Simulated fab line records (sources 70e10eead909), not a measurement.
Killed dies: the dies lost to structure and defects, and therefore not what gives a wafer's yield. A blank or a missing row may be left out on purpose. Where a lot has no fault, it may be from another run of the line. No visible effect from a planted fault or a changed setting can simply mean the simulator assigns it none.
fab line records    flow nandHarc    part 1 of 2: steps 1 to 3 of 6
[record] lots = 20  wafers = 60  lastDay = 25
route steps=1159 shown A_CONTACT@900 A_BLC@982 A_M0@1007
lots that met no fault: from a run of the same line without faults
startH: start of the lot's first displayed wafer, in hours after the record's first day    waitH: hours since the lot's step before    " the same as in the row above    L1.1+2: a row that stands for several wafers    - no value, or no start was given    * or withheld: withheld    < > ~ a bound
route shown NAME@n: names a module that has steps shown in the file, with the first one's number in the route    usual: average and standard deviation across the fault-free wafers    same: alike in all rows    chamber/n: place in a boat    sites: the reading at each site    _std_site: how widely they spread, as a standard deviation    _edge_site: outer sites' mean less inner sites'    radiusMm: how far each site lies from the wafer's centre    mask NAME#n: copy n    behind: the last tool/chamber to shape the wafer    hold: cause of the lot's hold/its duration in hours/its outcome    device: which transistor (n, p or np) failed to switch    end of line: at the end of the route, the tests of the same wafers    a step without rows: its recipe alone    killed: count of dies lost to structure and defects at first sort (not the wafer's yield)    map: per-die view of a wafer (x killed, . not killed, _ where there is no die)
set.NAME: the setting the step ran with; set.NAME@STEP: the setting that earlier step ran with    model.NAME: the simulator's own value behind a step, which no gauge read
route steps across a sampled set of lots; one table per step, one row per wafer
services: the hour from which a tool's chamber was out of use, counted from the record's first day as startH (under 0 if before that day), plus the number of hours and why
[[steps]]
[step NHARC_A_CONTACT_ETCH_75]
[recipe] targetDepthA = 390  overEtchFrac = 0.3  timeS = 65  ionEnergyEv = 80  cf4FlowSccm = 150  arFlowSccm = 0  rfW = 300  biasW = 100  chemistry = CF4
[usual] chamberPressureMTorr = 50.01/0.05  drypumpMotorCurrentA = 5.7/0.38  oesProductAu = 1.001/0.0082  rfVppV = 151.5/1  showerheadPlenumPTorr = 1.79/0.061  throttleValvePct = 13.283/0.0097
lot.wafer  tool        chamber  startH  waitH  chamberPressureMTorr  drypumpMotorCurrentA  oesProductAu  rfHoursCounterH  rfVppV  showerheadPlenumPTorr  throttleValvePct
L074.4     rieDiel-11  2        384.77  0.1    50.03                 6.0                   1.011         3                152.5   1.87                   13.299
L074.6     "           1        "       "      50.00                 5.5                   1.002         -                151.5   1.80                   13.307
L074.5     "           2        "       "      50.02                 6.0                   1.010         -                153.2   1.87                   13.285
L078.2     rieDiel-04  2        385.51  0.1    50.00                 5.6                   0.991         37               150.8   1.72                   13.287
L078.6     "           0        "       "      50.03                 6.0                   1.007         -                151.6   1.80                   13.296
L078.5     "           1        "       "      50.03                 5.0                   1.000         -                152.0   1.74                   13.275
L075.3     rieDiel-03  1        388.75  0.1    49.99                 5.5                   0.999         26               152.6   1.88                   13.296
L075.6     "           2        "       "      49.97                 5.4                   1.001         -                152.4   1.83                   13.282
L075.5     "           3        "       "      50.00                 6.3                   1.004         -                153.2   1.82                   13.285
L076.1     rieDiel-11  1        395.59  0.3    50.07                 5.5                   0.996         5                151.3   1.80                   13.297
L076.4     "           3        "       "      49.96                 5.9                   1.010         6                152.7   1.80                   13.286
L076.6     "           0        "       "      49.99                 5.3                   1.009         -                151.4   1.75                   13.277
L077.1     rieDiel-04  1        403.84  0.1    49.93                 5.0                   0.996         42               151.1   1.74                   13.293
L077.3     "           2        "       "      49.97                 5.6                   1.005         44               149.6   1.72                   13.282
L077.5     "           0        "       "      49.98                 5.9                   1.013         -                150.9   1.80                   13.278
L081.4     rieDiel-11  0        416.88  0.2    50.00                 5.3                   0.995         14               149.8   1.75                   13.275
L081.3     "           1        "       "      49.99                 5.5                   0.993         15               151.8   1.79                   13.293
L081.6     "           3        "       "      50.01                 5.9                   1.004         -                150.9   1.80                   13.280
L080.3     rieDiel-04  3        422.38  0.1    49.95                 6.2                   1.017         51               151.9   1.77                   13.294
L080.1     "           0        "       "      50.10                 5.9                   1.012         51               151.8   1.79                   13.300
L080.2     "           1        "       "      50.01                 5.0                   1.000         53               151.6   1.73                   13.263
L082.1     rieDiel-03  3        433.47  0.1    50.01                 6.3                   0.986         5                151.4   1.82                   13.277
L082.4     "           2        "       "      49.91                 5.4                   0.983         5                150.4   1.82                   13.295
L082.5     "           0        "       "      49.94                 5.4                   0.979         -                150.5   1.67                   13.287
L084.4     rieDiel-03  0        435.93  0.1    50.00                 5.4                   0.997         6                150.7   1.67                   13.266
L084.1     "           3        "       "      49.98                 6.4                   0.992         5                151.9   1.82                   13.274
L084.5     "           1        "       "      49.97                 5.5                   1.008         -                151.4   1.88                   13.286
L083.4     rieDiel-03  0        436.44  0.1    50.02                 5.4                   0.986         6                149.6   1.67                   13.264
L083.2     "           2        "       "      50.00                 5.4                   0.988         6                151.6   1.82                   13.281
L083.5     "           0        "       "      50.00                 5.4                   0.993         -                150.5   1.67                   13.271
L088.4     rieDiel-11  2        464.43  0.1    50.00                 6.0                   1.005         28               150.4   1.87                   13.281
L088.5     "           0        "       "      49.98                 5.3                   1.001         -                151.6   1.75                   13.282
L088.6     "           1        "       "      49.98                 5.5                   1.011         -                152.0   1.79                   13.290
L086.3     rieDiel-03  3        465.11  0.1    50.04                 6.4                   1.005         9                153.0   1.82                   13.300
L086.1     "           0        "       "      50.00                 5.4                   0.995         10               149.3   1.67                   13.263
L086.2     "           1        "       "      50.01                 5.5                   1.012         7                152.5   1.87                   13.287
L087.4     rieDiel-03  0        470.92  0.2    49.94                 5.4                   0.997         11               151.3   1.67                   13.266
L087.6     "           1        "       "      50.05                 5.5                   1.006         -                151.9   1.87                   13.272
L087.5     "           2        "       "      50.04                 5.4                   0.994         -                152.0   1.82                   13.286
L093.2     rieDiel-03  2        485.60  0.1    50.08                 5.4                   0.989         14               151.5   1.82                   13.286
L093.3     "           3        "       "      49.93                 6.3                   0.998         14               152.0   1.82                   13.296
L093.1     "           0        "       "      49.97                 5.4                   1.002         15               149.6   1.67                   13.283
L095.2     rieDiel-03  2        496.17  0.1    50.00                 5.4                   0.981         16               151.7   1.82                   13.284
L095.4     "           3        "       "      50.07                 6.4                   1.005         17               152.0   1.82                   13.285
L095.6     "           0        "       "      49.99                 5.4                   0.982         -                150.8   1.67                   13.282
L092.3     rieDiel-04  0        501.96  0.1    49.98                 5.9                   1.013         11               150.8   1.79                   13.278
L092.2     "           1        "       "      49.94                 5.0                   1.010         10               151.8   1.73                   13.279
L092.6     "           1        "       "      50.01                 5.0                   1.003         -                150.5   1.73                   13.295
L089.3     rieDiel-11  2        503.35  0.1    50.08                 6.0                   1.007         42               153.6   1.86                   13.278
L089.1     "           3        "       "      49.90                 5.9                   1.002         43               150.7   1.79                   13.287
L089.6     "           0        "       "      49.97                 5.3                   1.012         -                150.3   1.74                   13.287
L094.4     rieDiel-03  3        506.97  0.1    50.07                 6.4                   1.003         19               153.0   1.82                   13.284
L094.1     "           1        "       "      50.08                 5.5                   1.002         15               153.4   1.87                   13.260
L094.6     "           3        "       "      49.98                 6.3                   0.999         -                150.4   1.82                   13.279
L097.2     rieDiel-11  2        511.54  0.1    49.91                 6.0                   1.006         45               152.3   1.86                   13.286
L097.1     "           1        "       "      49.98                 5.5                   0.998         46               151.4   1.79                   13.286
L097.6     "           2        "       "      49.94                 6.0                   1.012         -                152.9   1.86                   13.293
L096.3     rieDiel-04  2        513.26  0.1    49.97                 5.6                   0.991         15               149.5   1.70                   13.277
L096.2     "           1        "       "      49.89                 5.0                   1.002         14               151.1   1.73                   13.285
L096.5     "           2        "       "      49.93                 5.7                   0.991         -                150.1   1.71                   13.294
[step NHARC_A_CONTACT_ETCH_78]
[recipe] targetDepthA = 28000  overEtchFrac = 0.3  timeS = 728  ionEnergyEv = 150  o2FlowSccm = 400  cosFlowSccm = 20  arFlowSccm = 0  rfW = 500  biasW = 300  chemistry = O2/COS
[usual] chamberPressureMTorr = 20.001/0.019  drypumpMotorCurrentA = 5.7/0.37  o2FlowSccm = 400.0/1.1  oesProductAu = 1.001/0.0074  rfVppV = 314.5/1.8  showerheadPlenumPTorr = 3.14/0.12  throttleValvePct = 28.329/0.0095
lot.wafer  tool        chamber  startH  waitH  chamberPressureMTorr  drypumpMotorCurrentA  o2FlowSccm  oesProductAu  rfHoursCounterH  rfVppV  showerheadPlenumPTorr  throttleValvePct
L074.4     rieDiel-11  1        -       -      20.036                5.5                   399.4       1.006         3                315.8   3.17                   28.331
L074.6     "           2        "       "      20.005                6.1                   399.9       1.012         -                317.2   3.31                   28.334
L074.5     "           3        "       "      20.019                5.9                   400.0       1.001         -                315.0   3.18                   28.332
L078.2     rieDiel-04  0        -       -      19.994                5.9                   400.2       1.008         37               314.2   3.17                   28.338
L078.6     "           1        "       "      20.004                5.0                   399.0       0.992         -                313.4   3.07                   28.329
L078.5     "           2        "       "      20.009                5.6                   400.7       0.990         -                312.5   3.03                   28.333
L075.3     rieDiel-03  1        -       -      19.982                5.6                   401.7       0.996         27               317.6   3.32                   28.326
L075.5     "           3        "       "      20.010                6.4                   397.7       1.004         -                315.8   3.22                   28.313
L075.6     "           0        "       "      19.984                5.4                   399.6       0.999         -                311.5   2.94                   28.329
L076.4     rieDiel-11  0        -       -      19.979                5.3                   400.0       1.004         6                314.1   3.10                   28.330
L076.1     "           3        "       "      19.968                5.9                   400.7       0.996         7                315.0   3.18                   28.320
L076.6     "           1        "       "      20.054                5.5                   399.1       1.003         -                314.8   3.17                   28.317
L077.3     rieDiel-04  1        -       -      20.006                5.0                   402.0       1.001         43               314.0   3.07                   28.342
L077.1     "           2        "       "      19.998                5.6                   398.9       1.010         44               312.6   3.03                   28.324
L077.5     "           2        "       "      19.987                5.7                   400.0       1.009         -                311.8   3.03                   28.337
L081.3     rieDiel-11  3        -       -      19.991                5.9                   399.5       1.020         15               314.3   3.18                   28.317
L081.4     "           2        "       "      19.999                6.1                   401.4       1.016         15               316.2   3.31                   28.336
L081.6     "           3        "       "      19.983                5.9                   399.6       1.005         -                315.1   3.18                   28.330
L080.1     rieDiel-04  2        -       -      20.030                5.6                   399.0       1.008         53               311.4   3.02                   28.313
L080.2     "           3        "       "      19.993                6.1                   399.5       1.002         51               315.4   3.12                   28.337
L080.3     "           0        "       "      19.980                5.9                   401.9       1.017         52               313.3   3.17                   28.344
L082.1     rieDiel-03  0        -       -      20.000                5.4                   398.6       0.992         5                312.1   2.94                   28.325
L082.4     "           3        "       "      20.001                6.3                   398.8       1.000         5                314.4   3.22                   28.331
L082.5     "           0        "       "      20.007                5.4                   400.1       1.005         -                311.2   2.94                   28.323
L084.4     rieDiel-03  2        -       -      19.978                5.4                   400.9       0.986         6                315.3   3.22                   28.342
L084.1     "           3        "       "      19.990                6.4                   397.6       0.995         6                316.0   3.22                   28.331
L084.5     "           1        "       "      19.981                5.6                   400.1       0.986         -                315.0   3.31                   28.317
L083.2     rieDiel-03  0        -       -      20.002                5.4                   400.9       0.992         7                313.1   2.94                   28.334
L083.4     "           1        "       "      19.957                5.6                   400.3       1.000         5                317.3   3.31                   28.341
L083.5     "           0        "       "      20.009                5.4                   401.3       1.001         -                311.9   2.94                   28.326
L088.4     rieDiel-11  0        -       -      19.999                5.2                   399.3       1.000         30               315.3   3.08                   28.324
L088.5     "           0        "       "      19.981                5.3                   400.2       1.008         -                314.5   3.08                   28.343
L088.6     "           1        "       "      19.980                5.5                   401.1       1.007         -                316.4   3.16                   28.327
L086.3     rieDiel-03  0        -       -      19.984                5.4                   400.0       0.997         10               310.6   2.94                   28.328
L086.2     "           1        "       "      19.973                5.6                   399.6       1.010         8                317.6   3.31                   28.330
L086.1     "           3        "       "      19.983                6.4                   399.9       0.992         10               315.8   3.21                   28.337
L087.4     rieDiel-03  2        -       -      20.005                5.4                   400.7       0.994         11               315.7   3.22                   28.331
L087.5     "           0        "       "      20.005                5.4                   402.6       1.001         -                310.8   2.94                   28.327
L087.6     "           1        "       "      20.021                5.6                   399.5       1.008         -                317.5   3.31                   28.327
L093.3     rieDiel-03  3        -       -      20.025                6.4                   399.8       0.999         15               315.9   3.21                   28.328
L093.2     "           0        "       "      20.002                5.4                   399.6       0.991         15               310.7   2.94                   28.332
L093.1     "           2        "       "      20.024                5.4                   399.4       0.998         14               314.2   3.22                   28.337
L095.4     rieDiel-03  0        -       -      20.015                5.4                   399.4       1.007         17               311.0   2.94                   28.321
L095.2     "           2        "       "      19.974                5.4                   400.3       0.994         16               315.9   3.22                   28.324
L095.6     "           0        "       "      20.030                5.4                   398.6       1.002         -                311.7   2.94                   28.338
L092.2     rieDiel-04  2        -       -      20.008                5.6                   398.4       1.000         11               312.1   3.01                   28.328
L092.3     "           0        "       "      19.975                5.9                   400.3       1.008         11               315.2   3.15                   28.338
L092.6     "           2        "       "      19.995                5.6                   398.2       0.998         -                312.4   3.01                   28.338
L089.1     rieDiel-11  3        -       -      20.021                5.9                   400.5       1.000         43               314.5   3.16                   28.328
L089.3     "           1        "       "      20.050                5.5                   397.8       0.999         44               313.6   3.15                   28.335
L089.6     "           0        "       "      19.967                5.3                   400.7       1.001         -                313.9   3.08                   28.334
L094.1     rieDiel-03  1        -       -      20.002                5.6                   400.0       1.000         16               317.3   3.31                   28.334
L094.4     "           3        "       "      20.002                6.4                   398.6       1.007         19               315.8   3.21                   28.316
L094.6     "           2        "       "      19.979                5.4                   399.6       0.992         -                316.1   3.22                   28.322
L097.2     rieDiel-11  0        -       -      19.989                5.3                   401.1       0.998         50               314.1   3.08                   28.335
L097.1     "           1        "       "      19.997                5.6                   400.4       1.006         46               316.5   3.15                   28.340
L097.6     "           3        "       "      19.987                5.9                   400.1       0.996         -                314.8   3.16                   28.334
L096.2     rieDiel-04  1        -       -      20.001                5.0                   401.3       1.012         14               313.1   3.05                   28.322
L096.3     "           2        "       "      20.017                5.7                   398.2       0.992         15               313.0   3.01                   28.337
L096.5     "           3        "       "      20.009                6.2                   403.7       1.007         -                314.5   3.11                   28.313
[step NHARC_A_BLC_STRIP_29]
[recipe] cf4FlowSccm = 150  arFlowSccm = 0  biasW = 0  chemistry = CF4
[usual] chamberPressureMTorr = 49.99/0.043  drypumpMotorCurrentA = 5.6/0.38  oesProductAu = 1.001/0.0089  rfVppV = 59.4/0.88  showerheadPlenumPTorr = 1.75/0.077  throttleValvePct = 13.284/0.0083
lot.wafer  tool        chamber  startH  waitH  chamberPressureMTorr  drypumpMotorCurrentA  oesProductAu  rfHoursCounterH  rfVppV  showerheadPlenumPTorr  throttleValvePct
L074.4     rieDiel-02  0        400.63  0.1    49.99                 5.2                   1.004         7                58.7    1.70                   13.299
L074.6     "           1        "       "      50.01                 5.8                   1.004         -                59.2    1.73                   13.277
L074.5     "           2        "       "      50.04                 5.2                   1.005         -                58.8    1.65                   13.286
L078.2     rieDiel-09  0        405.20  0.1    49.95                 5.7                   1.000         10               59.7    1.68                   13.284
L078.5     "           3        "       "      50.02                 6.2                   0.987         -                59.6    1.89                   13.280
L078.6     "           0        "       "      49.95                 5.7                   0.993         -                59.8    1.68                   13.287
L075.3     rieDiel-09  1        405.82  0.1    50.05                 5.0                   0.984         11               60.4    1.84                   13.282
L075.5     "           3        "       "      50.00                 6.2                   0.991         -                59.6    1.89                   13.282
L075.6     "           0        "       "      49.93                 5.7                   1.003         -                57.7    1.68                   13.280
L076.1     rieDiel-09  2        408.61  0.1    50.10                 5.7                   0.992         12               60.5    1.76                   13.286
L076.4     "           0        "       "      49.94                 5.7                   0.996         11               58.6    1.68                   13.272
L076.6     "           2        "       "      49.95                 5.7                   0.985         -                58.2    1.76                   13.296
L077.1     rieDiel-02  2        420.07  0.1    50.03                 5.3                   0.994         10               59.3    1.65                   13.287
L077.3     "           3        "       "      49.93                 5.9                   1.003         9                58.4    1.72                   13.277
L077.5     "           0        "       "      49.98                 5.3                   0.999         -                58.0    1.70                   13.288
L081.4     rieDiel-02  3        430.64  0.1    50.03                 5.9                   1.020         11               58.3    1.72                   13.292
L081.3     "           0        "       "      49.93                 5.2                   0.998         12               59.1    1.70                   13.283
L081.6     "           3        "       "      49.90                 5.9                   1.015         -                58.4    1.72                   13.295
L080.1     rieDiel-02  0        438.40  0.1    49.99                 5.2                   0.993         14               59.3    1.70                   13.275
L080.2     "           2        "       "      49.97                 5.2                   1.002         13               58.0    1.65                   13.275
L080.3     "           3        "       "      49.97                 5.9                   0.996         12               60.1    1.72                   13.285
L082.1     rieDiel-05  0        450.94  0.1    50.03                 6.2                   1.011         38               59.0    1.76                   13.286
L082.4     "           1        "       "      50.03                 6.0                   0.994         29               60.6    1.82                   13.283
L082.5     "           3        "       "      50.00                 6.0                   0.994         -                59.0    1.66                   13.279
L084.4     rieDiel-02  3        460.01  0.1    50.01                 5.9                   1.004         14               59.2    1.72                   13.269
L084.1     "           1        "       "      49.94                 5.8                   1.007         14               58.9    1.73                   13.275
L084.5     "           3        "       "      50.07                 5.9                   1.008         -                57.9    1.72                   13.281
L083.4     rieDiel-02  1        460.37  0.1    49.98                 5.8                   0.998         14               57.7    1.73                   13.270
L083.2     "           0        "       "      50.03                 5.2                   0.987         16               58.0    1.70                   13.276
L083.5     "           1        "       "      49.97                 5.8                   1.002         -                57.0    1.73                   13.276
L088.4     rieDiel-09  0        484.57  0.1    50.02                 5.7                   1.003         3                59.0    1.68                   13.270
L088.6     "           3        "       "      49.93                 6.2                   1.002         -                60.2    1.89                   13.283
L088.5     "           0        "       "      49.91                 5.7                   1.011         -                59.2    1.68                   13.282
L086.2     rieDiel-09  3        489.57  0.1    50.02                 6.2                   0.991         3                60.3    1.89                   13.295
L086.3     "           0        "       "      50.02                 5.7                   0.996         4                59.4    1.68                   13.296
L086.1     "           1        "       "      49.97                 5.0                   0.979         3                60.0    1.84                   13.287
L087.4     rieDiel-09  0        490.18  0.1    50.02                 5.7                   1.001         4                60.0    1.68                   13.286
L087.6     "           1        "       "      49.98                 5.0                   0.992         -                59.0    1.83                   13.289
L087.5     "           2        "       "      49.91                 5.7                   0.993         -                60.0    1.76                   13.285
L093.3     rieDiel-09  1        504.51  0.1    50.03                 5.0                   1.015         5                60.6    1.83                   13.274
L093.2     "           3        "       "      50.07                 6.2                   1.012         4                60.4    1.89                   13.299
L093.1     "           0        "       "      49.96                 5.7                   1.004         5                59.9    1.68                   13.288
L095.4     rieDiel-09  1        512.07  0.1    49.99                 5.0                   0.995         6                58.1    1.83                   13.292
L095.2     "           2        "       "      49.99                 5.7                   0.991         5                58.9    1.76                   13.278
L095.6     "           1        "       "      49.94                 5.0                   0.991         -                58.2    1.83                   13.295
L092.3     rieDiel-02  1        518.02  0.1    50.05                 5.8                   1.021         0                59.0    1.73                   13.280
L092.2     "           2        "       "      50.01                 5.3                   1.004         0                57.8    1.64                   13.286
L092.6     "           0        "       "      49.97                 5.2                   1.007         -                61.1    1.70                   13.291
L089.1     rieDiel-09  3        520.62  0.1    50.00                 6.2                   0.995         6                59.6    1.89                   13.271
L089.3     "           1        "       "      50.03                 5.0                   1.006         7                59.7    1.83                   13.288
L089.6     "           0        "       "      50.06                 5.7                   1.006         -                58.8    1.68                   13.280
L094.4     rieDiel-09  3        521.25  0.1    49.93                 6.2                   0.998         6                60.0    1.89                   13.282
L094.1     "           0        "       "      50.06                 5.7                   1.013         6                59.8    1.68                   13.269
L094.6     "           3        "       "      49.98                 6.2                   0.993         -                60.2    1.89                   13.278
L097.2     rieDiel-02  0        529.53  0.1    50.01                 5.2                   1.004         2                59.3    1.70                   13.278
L097.1     "           3        "       "      50.00                 5.9                   1.015         2                59.0    1.71                   13.275
L097.6     "           0        "       "      50.02                 5.2                   1.002         -                58.7    1.70                   13.281
L096.3     rieDiel-02  2        529.92  0.1    50.05                 5.3                   1.012         3                59.0    1.64                   13.287
L096.2     "           0        "       "      50.03                 5.2                   1.005         3                60.1    1.70                   13.276
L096.5     "           2        "       "      50.00                 5.3                   0.998         -                58.7    1.64                   13.276
